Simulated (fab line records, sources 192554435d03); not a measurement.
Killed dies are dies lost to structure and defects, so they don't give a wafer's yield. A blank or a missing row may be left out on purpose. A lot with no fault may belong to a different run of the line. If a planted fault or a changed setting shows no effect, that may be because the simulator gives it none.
fab line records ; flow n5_finfet
record lots=6; wafers=17; last_day=18
route steps=1938 shown BEOL_M6@1204
lots with no fault: from the same line, run without faults
start_h: start of the lot's first displayed wafer, in hours after the record's first day ; wait_h: hours elapsed since this lot's preceding step ; " same as the row above ; L1.1+2: several wafers, shown together as one row ; - no value, or no start was given ; * or withheld: withheld ; < > ~ a bound
route shown NAME@n: names a module that has steps shown in the file, with the first one's number in the route ; usual: average and standard deviation across the fault-free wafers ; same: alike in all rows ; chamber/n: place in a boat ; sites: the reading at each site ; _std_site: standard deviation of those values ; _edge_site: mean of outer sites minus mean of inner sites ; radius_mm: how far each site lies from the wafer's centre ; mask NAME#n: copy n ; behind: tool/chamber where the wafer was last shaped ; hold: why the lot was held/for how many hours/how that ended ; device: transistor that didn't switch, given as n, p or np ; end of line: at the end of the route, the tests of the same wafers ; a step given without rows: its recipe and nothing more ; killed: the dies lost at the first sort to structure and to defects; this is not the yield of the wafer ; map: the dies of a wafer, with x for killed, . for not killed, _ for no die there
set.NAME: the setting as run; set.NAME@STEP: as run at that earlier step ; model.NAME: the simulator's own value behind a step, which no gauge read
lots at selected steps of the route; one table per step, one row per wafer
services: the hour from which a tool's chamber was out of use, counted from the record's first day as start_h (under 0 if before that day), plus the number of hours and why
## steps
# step N5_BEOL_M6_EXPOSE_08
# recipe mask_id=M6; na=1.35; source_shape=dipole; sigma_inner=0.817; sigma_outer=0.97; polarization=te; dose_mj=68.25
# step N5_BEOL_M6_PEB_09
# recipe peb_temp_c=withheld; peb_time_s=60; resist=CAR-ArF
# step N5_BEOL_M6_DEVELOP_10
# recipe develop_time_s=30; developer=TMAH; resist=CAR-ArF; rinse_liquid=diw; dry=air_spin; dev_temp_c=23
# step N5_BEOL_M6_CD_MEAS_11
# recipe target_cd_nm=38.5; landing_energy_ev=500; detector=se_inlens; polarity=opening
# usual cd_nm=38.5/0.55
lot.wafer;tool;chamber;start_h;wait_h;cd_nm
L560.1;cd_sem-02;0;174.62;-;38.9
L560.5;cd_sem-02;0;174.62;-;39.4
L560.6;cd_sem-02;0;174.62;-;39.5
L563.2;cd_sem-03;0;195.88;-;38.1
L563.3;cd_sem-03;0;195.88;-;38.5
L563.5;cd_sem-03;0;195.88;-;39.2
L568.3;cd_sem-01;0;232.27;-;38.6
L568.4;cd_sem-01;0;232.27;-;39.1
L569.3;cd_sem-03;0;247.58;-;38.6
L569.5;cd_sem-03;0;247.58;-;38.7
L569.6;cd_sem-03;0;247.58;-;38.8
L580.1;cd_sem-01;0;299.41;-;38.7
L580.3;cd_sem-01;0;299.41;-;39.0
L580.4;cd_sem-01;0;299.41;-;38.6
L583.2;cd_sem-03;0;323.81;-;37.6
L583.3;cd_sem-03;0;323.81;-;38.4
L583.6;cd_sem-03;0;323.81;-;38.2
# step N5_BEOL_M6_OVL_MEAS_12
# recipe points_per_wafer=44
# usual M6_OVL=-0.1/0.72
lot.wafer;tool;chamber;start_h;wait_h;M6_OVL[nm]
L560.1;overlay-01;0;174.65;0.0;0.0
L560.5;overlay-01;0;174.65;0.0;0.4
L560.6;overlay-01;0;174.65;0.0;0.6
L563.2;overlay-02;0;195.91;0.0;-0.9
L563.3;overlay-02;0;195.91;0.0;-1.2
L563.5;overlay-02;0;195.91;0.0;-0.7
L568.3;overlay-01;0;232.29;0.0;0.7
L568.4;overlay-01;0;232.29;0.0;0.2
L569.3;overlay-01;0;247.61;0.0;0.1
L569.5;overlay-01;0;247.61;0.0;0.3
L569.6;overlay-01;0;247.61;0.0;0.5
L580.1;overlay-01;0;299.44;0.0;-0.1
L580.3;overlay-01;0;299.44;0.0;-0.1
L580.4;overlay-01;0;299.44;0.0;-1.0
L583.2;overlay-01;0;323.87;0.1;0.0
L583.3;overlay-01;0;323.87;0.1;0.0
L583.6;overlay-01;0;323.87;0.1;0.0
# step N5_BEOL_M6_INSPECT_13
# recipe mode=adi; inspect_instrument=brightfield
# usual raw_defect_count=433/97
lot.wafer;tool;chamber;start_h;wait_h;raw_defect_count
L560.1;defect_inspect-01;-;174.68;0.0;459
L560.5;defect_inspect-01;-;174.68;0.0;511
L560.6;defect_inspect-01;-;174.68;0.0;527
L563.2;defect_inspect-01;-;195.93;0.0;392
L563.3;defect_inspect-01;-;195.93;0.0;427
L563.5;defect_inspect-01;-;195.93;0.0;409
L568.3;defect_inspect-01;-;232.32;0.0;419
L568.4;defect_inspect-01;-;232.32;0.0;572
L569.3;defect_inspect-02;-;247.63;0.0;411
L569.5;defect_inspect-02;-;247.63;0.0;344
L569.6;defect_inspect-02;-;247.63;0.0;338
L580.1;defect_inspect-01;-;299.46;0.0;425
L580.3;defect_inspect-01;-;299.46;0.0;383
L580.4;defect_inspect-01;-;299.46;0.0;395
L583.2;defect_inspect-01;-;323.90;0.0;593
L583.3;defect_inspect-01;-;323.90;0.0;606
L583.6;defect_inspect-01;-;323.90;0.0;434
# step N5_BEOL_M6_DESCUM_16
# recipe chemistry=O2; time_s=7.9; source_power_w=50; bias_power_w=20; pressure_mtorr=20; rf_frequency_hz=2.712e+07; temp_c=40; resist=CAR-ArF; o2_flow_sccm=225
# usual drypump_motor_current_A=5.6/0.43; oes_product_au=0.77/0.076; rf_vpp_V=243.4/1.1; showerhead_plenum_p_Torr=2.11/0.057; throttle_valve_pct=20.38/0.23
lot.wafer;tool;chamber;start_h;wait_h;drypump_motor_current_A;oes_product_au;rf_hours_counter_h;rf_vpp_V;showerhead_plenum_p_Torr;throttle_valve_pct
L560.1;rie_diel-04;1;174.71;0.0;6.0;0.87;40;243.3;2.13;20.56
L560.5;rie_diel-04;3;174.71;0.0;5.9;0.72;-;243.6;2.17;20.45
L560.6;rie_diel-04;0;174.71;0.0;6.1;0.75;-;243.5;2.10;20.76
L563.2;rie_diel-03;0;196.08;0.2;5.3;0.80;110;246.1;2.20;20.22
L563.3;rie_diel-03;2;196.08;0.2;5.2;0.76;174;243.2;2.08;20.24
L563.5;rie_diel-03;1;196.08;0.2;5.4;0.75;-;243.8;2.09;20.18
L568.3;rie_diel-04;0;232.35;0.0;6.1;0.73;192;242.2;2.09;20.80
L568.4;rie_diel-04;3;232.35;0.0;5.9;0.70;230;242.7;2.16;20.46
L569.3;rie_diel-03;1;247.69;0.1;5.4;0.74;162;243.6;2.09;20.19
L569.5;rie_diel-03;1;247.69;0.1;5.4;0.75;-;244.0;2.09;20.20
L569.6;rie_diel-03;0;247.69;0.1;5.3;0.78;-;245.5;2.20;20.23
L580.1;rie_diel-01;1;299.49;0.0;5.1;0.95;6;242.6;2.16;20.17
L580.3;rie_diel-01;0;299.49;0.0;5.8;0.73;210;243.4;2.09;20.47
L580.4;rie_diel-01;3;299.49;0.0;6.2;0.78;80;245.0;2.19;20.14
L583.2;rie_diel-04;2;324.25;0.4;6.0;0.88;35;243.3;2.06;20.09
L583.3;rie_diel-04;0;324.25;0.4;6.1;0.70;227;242.4;2.08;20.85
L583.6;rie_diel-04;1;324.25;0.4;6.0;0.79;-;243.5;2.11;20.64
# step N5_BEOL_M6_ETCH_61
# recipe chemistry=CF4; target=SiARC; target_depth_a=455; mask_material=CAR-ArF; time_s=75.8; ion_energy_ev=80; pressure_mtorr=40; source_w=545; bias_w=36; Ar_flow_sccm=100; cf4_flow_sccm=100; ends=cleared
# usual drypump_motor_current_A=5.6/0.43; etch_rf_on_time_s=75.7/1.5; oes_product_au=0.66/0.065; rf_vpp_V=184.3/1; showerhead_plenum_p_Torr=2.15/0.056; throttle_valve_pct=15.54/0.21
lot.wafer;tool;chamber;start_h;wait_h;drypump_motor_current_A;etch_rf_on_time_s;oes_product_au;rf_hours_counter_h;rf_vpp_V;showerhead_plenum_p_Torr;throttle_valve_pct
L560.1;rie_diel-04;1;174.75;0.0;6.0;76.6;0.72;40;186.3;2.17;15.64
L560.5;rie_diel-04;3;174.75;0.0;5.9;76.8;0.61;-;185.7;2.20;15.62
L560.6;rie_diel-04;0;174.75;0.0;6.1;77.6;0.63;-;184.2;2.13;15.85
L563.2;rie_diel-03;0;196.12;0.0;5.3;76.7;0.67;110;185.6;2.23;15.35
L563.3;rie_diel-03;2;196.12;0.0;5.2;75.2;0.66;174;185.1;2.14;15.52
L563.5;rie_diel-03;1;196.12;0.0;5.4;78.2;0.64;-;182.6;2.14;15.41
L568.3;rie_diel-04;0;232.39;0.0;6.0;76.4;0.63;192;183.7;2.12;15.91
L568.4;rie_diel-04;3;232.39;0.0;5.9;74.9;0.60;230;184.6;2.19;15.66
L569.3;rie_diel-03;1;247.73;0.0;5.4;77.5;0.63;162;184.9;2.13;15.45
L569.5;rie_diel-03;1;247.73;0.0;5.4;78.6;0.63;-;184.3;2.13;15.43
L569.6;rie_diel-03;0;247.73;0.0;5.3;76.3;0.66;-;186.0;2.23;15.40
L580.1;rie_diel-01;1;299.53;0.0;5.1;72.2;0.84;6;182.9;2.19;15.17
L580.3;rie_diel-01;0;299.53;0.0;5.8;77.2;0.61;210;184.0;2.12;15.59
L580.4;rie_diel-01;3;299.53;0.0;6.2;74.0;0.68;80;184.8;2.26;15.53
L583.2;rie_diel-04;2;324.29;0.0;6.1;74.6;0.75;35;182.9;2.10;15.19
L583.3;rie_diel-04;0;324.29;0.0;6.1;77.0;0.60;227;184.0;2.11;15.96
L583.6;rie_diel-04;1;324.29;0.0;6.0;76.5;0.66;-;185.2;2.15;15.75
# step N5_BEOL_M6_ETCH_62
# recipe chemistry=N2/H2; target=SOC; target_depth_a=1100; overetch_a=220; mask_material=SiARC; temp_c=40; time_s=165; ion_energy_ev=200; pressure_mtorr=30; source_w=840; bias_w=150; n2_flow_sccm=200; h2_flow_sccm=200
# usual drypump_motor_current_A=5.6/0.43; oes_product_au=0.66/0.06; rf_vpp_V=524.4/2; showerhead_plenum_p_Torr=2.56/0.067; throttle_valve_pct=17.71/0.24
lot.wafer;tool;chamber;start_h;wait_h;drypump_motor_current_A;oes_product_au;rf_hours_counter_h;rf_vpp_V;showerhead_plenum_p_Torr;throttle_valve_pct
L560.1;rie_diel-04;1;174.80;0.0;6.0;0.71;40;525.3;2.60;17.88
L560.5;rie_diel-04;3;174.80;0.0;5.9;0.61;-;526.7;2.61;17.74
L560.6;rie_diel-04;0;174.80;0.0;6.1;0.64;-;523.9;2.53;18.05
L563.2;rie_diel-03;0;196.17;0.0;5.4;0.68;110;526.3;2.66;17.46
L563.3;rie_diel-03;2;196.17;0.0;5.2;0.64;174;523.6;2.52;17.58
L563.5;rie_diel-03;1;196.17;0.0;5.4;0.65;-;523.4;2.55;17.66
L568.3;rie_diel-04;0;232.44;0.0;6.1;0.63;192;523.5;2.52;18.11
L568.4;rie_diel-04;3;232.44;0.0;5.9;0.60;230;525.7;2.60;17.79
L569.3;rie_diel-03;1;247.78;0.0;5.4;0.63;162;524.3;2.55;17.69
L569.5;rie_diel-03;1;247.78;0.0;5.4;0.63;-;525.4;2.55;17.68
L569.6;rie_diel-03;0;247.78;0.0;5.3;0.67;-;525.8;2.65;17.50
L580.1;rie_diel-01;1;299.59;0.0;5.1;0.82;6;524.1;2.61;17.46
L580.3;rie_diel-01;0;299.59;0.0;5.8;0.60;210;522.2;2.51;17.78
L580.4;rie_diel-01;3;299.59;0.0;6.2;0.67;80;528.1;2.67;17.54
L583.2;rie_diel-04;2;324.34;0.0;6.1;0.74;35;522.2;2.48;17.30
L583.3;rie_diel-04;0;324.34;0.0;6.1;0.60;227;522.2;2.51;18.14
L583.6;rie_diel-04;1;324.34;0.0;6.0;0.67;-;524.0;2.57;17.97
# step N5_BEOL_M6_STRIP_68
# recipe chemistry=N2/H2; temp_c=40; n2_flow_sccm=200; h2_flow_sccm=200; rf_frequency_hz=6e+07
# step N5_BEOL_M6_STRIP_67
# recipe chemistry=CF4; resist=SiARC; power_w=300; bias_power_w=75; pressure_mtorr=50; cf4_flow_sccm=150; rf_frequency_hz=6e+07
# usual drypump_motor_current_A=5.6/0.43; oes_product_au=0.77/0.071; rf_vpp_V=271.4/1.5; showerhead_plenum_p_Torr=1.80/0.045; throttle_valve_pct=13.52/0.22
lot.wafer;tool;chamber;start_h;wait_h;drypump_motor_current_A;oes_product_au;rf_hours_counter_h;rf_vpp_V;showerhead_plenum_p_Torr;throttle_valve_pct
L560.1;rie_diel-04;1;174.95;0.0;6.0;0.85;40;273.3;1.80;13.51
L560.5;rie_diel-04;3;174.95;0.0;5.9;0.72;-;273.4;1.84;13.61
L560.6;rie_diel-04;0;174.95;0.0;6.0;0.75;-;272.7;1.79;13.84
L563.2;rie_diel-03;0;196.32;0.0;5.3;0.80;110;272.9;1.87;13.32
L563.3;rie_diel-03;2;196.32;0.0;5.2;0.76;174;269.9;1.79;13.51
L563.5;rie_diel-03;1;196.32;0.0;5.4;0.76;-;271.3;1.80;13.44
L568.3;rie_diel-04;0;232.59;0.0;6.1;0.74;193;270.6;1.78;13.89
L568.4;rie_diel-04;3;232.59;0.0;5.9;0.70;230;270.9;1.83;13.69
L569.3;rie_diel-03;1;247.93;0.0;5.4;0.75;163;270.2;1.79;13.46
L569.5;rie_diel-03;1;247.93;0.0;5.4;0.74;-;273.1;1.79;13.46
L569.6;rie_diel-03;0;247.93;0.0;5.3;0.78;-;272.2;1.86;13.36
L580.1;rie_diel-01;1;299.73;0.0;5.1;0.95;6;273.6;1.83;13.10
L580.3;rie_diel-01;0;299.73;0.0;5.8;0.72;210;270.5;1.77;13.59
L580.4;rie_diel-01;3;299.73;0.0;6.2;0.80;80;273.3;1.89;13.47
L583.2;rie_diel-04;2;324.49;0.0;6.0;0.87;35;270.4;1.76;13.15
L583.3;rie_diel-04;0;324.49;0.0;6.1;0.71;227;269.1;1.77;13.99
L583.6;rie_diel-04;1;324.49;0.0;6.0;0.78;-;271.4;1.79;13.64
# step N5_BEOL_M6_HM_OPEN_17
# recipe chemistry=Cl2/BCl3; target_depth_a=200; overetch_a=60; target=TiN; mask_material=SOC; ion_energy_ev=150; pressure_mtorr=10; icp_w=1000; bias_w=126; Cl2_flow_sccm=53.25; bcl3_flow_sccm=21.75; Ar_flow_sccm=25
# usual drypump_motor_current_A=5.5/0.47; oes_product_au=0.73/0.041; throttle_valve_pct=22.11/0.19
lot.wafer;tool;chamber;start_h;wait_h;drypump_motor_current_A;oes_product_au;rf_hours_counter_h;throttle_valve_pct
L560.1;rie_metal-01;1;174.99;0.0;6.1;0.65;39;22.14
L560.5;rie_metal-01;1;174.99;0.0;6.0;0.65;-;22.13
L560.6;rie_metal-01;0;174.99;0.0;5.3;0.81;-;22.14
L563.2;rie_metal-03;1;196.36;0.0;4.9;0.78;5;22.08
L563.3;rie_metal-03;1;196.36;0.0;4.9;0.77;-;22.09
L563.5;rie_metal-03;1;196.36;0.0;4.9;0.77;-;22.08
L568.3;rie_metal-03;1;232.66;0.1;5.0;0.74;-;22.11
L568.4;rie_metal-03;0;232.66;0.1;5.4;0.74;-;21.87
L569.3;rie_metal-02;0;248.03;0.1;6.1;0.74;-;22.28
L569.5;rie_metal-02;0;248.03;0.1;6.1;0.74;-;22.29
L569.6;rie_metal-02;0;248.03;0.1;6.1;0.74;-;22.29
L580.1;rie_metal-03;1;299.77;0.0;4.9;0.73;15;22.11
L580.3;rie_metal-03;0;299.77;0.0;5.4;0.72;-;21.87
L580.4;rie_metal-03;1;299.77;0.0;4.9;0.72;-;22.10
L583.2;rie_metal-01;0;324.54;0.0;5.3;0.76;12;22.13
L583.3;rie_metal-01;1;324.54;0.0;6.0;0.64;-;22.15
L583.6;rie_metal-01;0;324.54;0.0;5.3;0.76;-;22.12
# step N5_BEOL_M6_STRIP_19
# recipe chemistry=O2; power_w=400; temp_c=40; pressure_mtorr=30; rf_frequency_hz=6e+07; bias_power_w=0; overash_fraction=0.2; o2_flow_sccm=225
# usual drypump_motor_current_A=5.7/0.45; oes_product_au=0.78/0.087; rf_vpp_V=3.7/0.54; showerhead_plenum_p_Torr=2.12/0.057; temp_c=39.98/0.12; throttle_valve_pct=16.69/0.24
lot.wafer;tool;chamber;start_h;wait_h;drypump_motor_current_A;oes_product_au;rf_hours_counter_h;rf_vpp_V;showerhead_plenum_p_Torr;temp_c;throttle_valve_pct
L560.1;rie_diel-01;1;175.22;0.2;5.0;0.69;238;3.8;2.18;39.90;16.80
L560.5;rie_diel-01;1;175.22;0.2;5.1;0.69;-;3.1;2.18;39.82;16.80
L560.6;rie_diel-01;2;175.22;0.2;4.8;0.71;-;4.6;2.01;39.79;16.82
L563.2;rie_diel-04;2;196.47;0.1;6.1;0.68;245;4.1;2.08;39.96;16.69
L563.3;rie_diel-04;1;196.47;0.1;6.0;0.84;46;3.6;2.13;40.10;16.76
L563.5;rie_diel-04;0;196.47;0.1;6.1;0.72;-;4.4;2.10;39.93;17.01
L568.3;rie_diel-04;2;232.74;0.1;6.1;0.99;0;4.1;2.07;40.55;16.25
L568.4;rie_diel-04;3;232.74;0.1;5.9;0.70;230;3.7;2.16;40.69;16.78
L569.3;rie_diel-04;0;248.17;0.1;6.1;0.71;197;4.0;2.09;40.52;17.03
L569.5;rie_diel-04;1;248.17;0.1;6.0;0.82;-;4.0;2.12;40.68;16.81
L569.6;rie_diel-04;0;248.17;0.1;6.1;0.72;-;3.1;2.09;40.55;17.05
L580.1;rie_diel-01;1;299.88;0.1;5.0;0.95;6;2.8;2.17;40.00;16.36
L580.3;rie_diel-01;0;299.88;0.1;5.8;0.72;210;3.2;2.09;39.91;16.73
L580.4;rie_diel-01;2;299.88;0.1;4.8;0.68;228;2.8;2.00;39.86;16.92
L583.2;rie_diel-03;2;324.68;0.1;5.2;0.73;221;4.1;2.07;40.16;16.61
L583.3;rie_diel-03;0;324.68;0.1;5.4;0.76;151;3.0;2.19;39.80;16.59
L583.6;rie_diel-03;1;324.68;0.1;5.4;0.72;-;4.4;2.08;40.02;16.53
# step N5_BEOL_M6_CD_MEAS_18
# recipe pitch_nm=80; target_cd_nm=40
# usual cd_nm=40.0/0.72
lot.wafer;tool;chamber;start_h;wait_h;cd_nm
L560.1;cd_sem-02;-;175.29;0.0;40.7
L560.5;cd_sem-02;-;175.29;0.0;41.1
L560.6;cd_sem-02;-;175.29;0.0;40.1
L563.2;cd_sem-03;-;196.54;0.1;39.4
L563.3;cd_sem-03;-;196.54;0.1;39.2
L563.5;cd_sem-03;-;196.54;0.1;40.2
L568.3;cd_sem-01;-;232.81;0.1;40.0
L568.4;cd_sem-01;-;232.81;0.1;40.6
L569.3;cd_sem-01;-;248.25;0.1;39.9
L569.5;cd_sem-01;-;248.25;0.1;40.4
L569.6;cd_sem-01;-;248.25;0.1;40.2
L580.1;cd_sem-03;-;299.95;0.0;40.0
L580.3;cd_sem-03;-;299.95;0.0;40.9
L580.4;cd_sem-03;-;299.95;0.0;40.2
L583.2;cd_sem-03;-;324.75;0.1;39.2
L583.3;cd_sem-03;-;324.75;0.1;39.7
L583.6;cd_sem-03;-;324.75;0.1;39.6
## services
tool;chamber;start_h;hours;kind
rie_diel-04;1;161.52;5.3;repair
rie_diel-03;3;180.27;-;clean
rie_diel-03;3;180.27;-;consumable_replace:focus_ring
rie_diel-03;3;180.27;28.1;scheduled_down
rie_metal-03;-;186.42;2.8;pm
rie_metal-01;-;189.92;0.2;repair
rie_diel-01;3;191.98;14.3;repair
rie_diel-04;2;210.28;-;clean
rie_diel-04;2;210.28;-;consumable_replace:focus_ring
rie_diel-04;2;210.28;22.0;scheduled_down
rie_diel-04;2;210.28;22.0;vent_cycle
rie_diel-03;-;211.67;1.7;repair
rie_metal-02;1;238.10;16.0;repair
rie_diel-04;1;287.30;4.7;repair
rie_diel-03;3;291.56;6.8;repair
rie_diel-04;3;292.69;-;clean
rie_diel-04;3;292.69;-;consumable_replace:focus_ring
rie_diel-04;3;292.69;16.7;scheduled_down
rie_diel-04;3;292.69;16.7;vent_cycle
rie_diel-03;-;293.56;1.1;repair
rie_diel-03;0;296.71;5.3;repair
rie_diel-01;-;306.91;75.6;repair
rie_diel-04;-;308.37;4.3;pm
rie_diel-04;3;321.46;9.9;repair
## key
first_sign step=N5_BEOL_M6_STRIP_19; reading=temp_c; direction=up; sigmas=5.3; usual=*; struck=*
effect none on later readings
met_at N5_BEOL_M6_STRIP_19
struck_wafers L568.3,L568.4,L569.3,L569.5,L569.6
onset_between 196.47 232.74
fault kind=process_parameter_drift; tool=rie_diel-04; chamber=-; onset_h=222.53; steps=N5_BEOL_M6_STRIP_19; channel=temp_c; offset=*; shape=step; end_h=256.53; acts_in=*; stated=*
